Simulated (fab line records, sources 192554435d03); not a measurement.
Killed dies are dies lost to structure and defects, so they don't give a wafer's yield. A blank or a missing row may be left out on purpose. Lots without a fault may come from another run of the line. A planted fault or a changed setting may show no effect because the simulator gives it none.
Chamber matching | flow n5_finfet | N5_MOL_CONTACT_COAG_ALD_27 on ald_sin-04: 4 sister chambers
The step deposits SiOC, target thk 17 nm, pulse time 1.5 s, time 2720 s. 4 wafers are shown with their chamber, then 11 later ones without.

WAFERS WITH THEIR CHAMBER
wafer  | chamber | heater_power_w (W)
L090.5 | 1       | 773
L091.1 | 3       | 737
L091.4 | 0       | 897
L092.1 | 2       | 800

WAFERS WITHOUT THEIR CHAMBER
wafer  | heater_power_w (W)
L092.2 | 737
L092.4 | 777
L094.1 | 731
L094.2 | 779
L094.3 | 835
L094.4 | 901
L094.5 | 908
L094.6 | 742
L097.3 | 916
L097.4 | 840
L097.6 | 938

WHICH CHAMBER EACH WENT THROUGH
wafer  | from the rows above          | in truth
L092.2 | can't be placed: 3 or 1      | 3
L092.4 | can't be placed: 1 or 2 or 3 | 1
L094.1 | can't be placed: 3 or 1      | 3
L094.2 | can't be placed: 1 or 2 or 3 | 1
L094.3 | can't be placed: 2 or 0 or 1 | 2
L094.4 | 0                            | 0
L094.5 | 0                            | 0
L094.6 | can't be placed: 3 or 1      | 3
L097.3 | 0                            | 0
L097.4 | can't be placed: 2 or 0 or 1 | 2
L097.6 | 0                            | 0
Placed correctly: 4 of 11. Can't be placed from these rows: 7 (the true chamber is among the candidates in 7). Placed wrongly: 0.
How it was worked out, from the rows above alone: a wafer's distance from a chamber is the root of the sum, over the readings, of the square of ((its reading less the chamber's mean) divided by the reading's scatter). The wafer belongs to the nearest chamber; if the next one is less than 2 further off, it can't be placed. A chamber's mean is the mean of its shown wafers. The scatter: with one shown wafer a chamber, the root of the mean of the squares of how far each hidden wafer lies from its nearest shown one.
